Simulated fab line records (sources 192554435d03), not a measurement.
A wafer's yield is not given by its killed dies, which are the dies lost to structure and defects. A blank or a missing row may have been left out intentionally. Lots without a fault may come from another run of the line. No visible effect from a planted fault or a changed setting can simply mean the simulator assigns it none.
The tool behind it: which one? | flow n5_finfet | 26 wafers from 9 lots sampled at 4 of the route's 1938 steps

== WHAT THE GAUGES SHOWED, per wafer ==
N5_FIN_SAQP_OCD_MEAS_76.
lot  | measured    | on     | trench_depth_nm (nm)
L290 | day 2 08:05 | ocd-01 | 123.1 118.5
L291 | day 2 14:43 | ocd-01 | 121.0 116.4 118.0
L293 | day 3 03:13 | ocd-01 | 117.6 121.5 120.5
L299 | day 4 16:45 | ocd-01 | 130.8 127.8 130.8
L300 | day 4 20:55 | ocd-01 | 130.6 131.3 131.5
L301 | day 5 05:59 | ocd-02 | 127.2 125.0 130.7
L306 | day 6 08:37 | ocd-01 | 117.9 120.5 120.7
L308 | day 6 21:41 | ocd-02 | 122.5 118.0 118.3
L312 | day 7 21:00 | ocd-01 | 122.3 119.5 122.8

== EACH LOT AND THE TOOL THAT RAN IT (in order: tool; ch and the chambers of the sampled wafers; start) ==
lot  | N5_FIN_SAQP_SPACER2_ETCHBACK_29   | N5_FIN_SAQP_HM_CD_35   | N5_FIN_SAQP_FIN_ETCH_36
L290 | rie_diel-03 ch 1,3, day 2 07:20   | cd_sem-03, day 2 07:48 | rie_si-04 ch 0,2, day 2 07:52
L291 | rie_diel-06 ch 1,3, day 2 13:57   | cd_sem-03, day 2 14:25 | rie_si-04 ch 0,1,2, day 2 14:29
L293 | rie_diel-04 ch 0,3, day 3 02:17   | cd_sem-03, day 3 02:56 | rie_si-03 ch 1,2,3, day 3 02:59
L299 | rie_diel-03 ch 1,3, day 4 15:59   | cd_sem-01, day 4 16:28 | rie_si-04 ch 2,3, day 4 16:31
L300 | rie_diel-04 ch 0,1,2, day 4 20:10 | cd_sem-02, day 4 20:38 | rie_si-04 ch 0,3, day 4 20:42
L301 | rie_diel-06 ch 0,1,2, day 5 05:14 | cd_sem-03, day 5 05:42 | rie_si-04 ch 1,2,3, day 5 05:46
L306 | rie_diel-04 ch 0,3, day 6 07:52   | cd_sem-02, day 6 08:20 | rie_si-03 ch 1,2, day 6 08:23
L308 | rie_diel-06 ch 0,1, day 6 20:50   | cd_sem-02, day 6 21:24 | rie_si-03 ch 0,2,3, day 6 21:28
L312 | rie_diel-03 ch 0,1,2, day 7 20:15 | cd_sem-01, day 7 20:43 | rie_si-03 ch 0,2, day 7 20:47
- N5_FIN_SAQP_SPACER2_ETCHBACK_29: etches SiO2 in CHF3/O2, target depth 12.2 nm, time 6.1 s.
- N5_FIN_SAQP_HM_CD_35: target cd 8 nm.
- N5_FIN_SAQP_FIN_ETCH_36: etches the open film in HBr/Cl2/O2, target depth 120 nm, time 50.4 s.

== THE ANSWER, worked out from the rows above alone ==
Rule: usual is defined by the lots themselves. Put in order of their means at a reading, lots are off if they are a third of the lots or fewer, leave a main group of 4 or more, and stand apart from it by a gap of 3 or more times the standard deviation of the main group's means; of several such gaps the widest counts. The tables above print the reading to a certain number of digits; a main group whose means all agree to those digits is not used. Also off: a lot with no number at a reading for which 4 or more lots have one. The other lots that the step has rows for count as sound.
Off: L299, L300, L301 (N5_FIN_SAQP_OCD_MEAS_76, trench_depth_nm). The main group: mean 120.0 nm, standard deviation 0.97.
If a tool, at a process step before that reading, ran all the lots that are off and no sound lot after the first of them, it fits. Gauges at N5_FIN_SAQP_OCD_MEAS_76: tried the same way as those tools. One fits: rie_si-04 at N5_FIN_SAQP_FIN_ETCH_36. Its last sound lot is L291 (day 2 14:29), its first lot that is off L299 (day 4 16:31): a fault that began between those two fits.

== WHAT HAD BEEN PUT IN BY THE SIMULATOR ==
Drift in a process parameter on rie_si-04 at N5_FIN_SAQP_FIN_ETCH_36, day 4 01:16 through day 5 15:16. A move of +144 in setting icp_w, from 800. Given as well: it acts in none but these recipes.
Struck lots among those shown: L299, L300, L301. This agrees with what the rule above found.
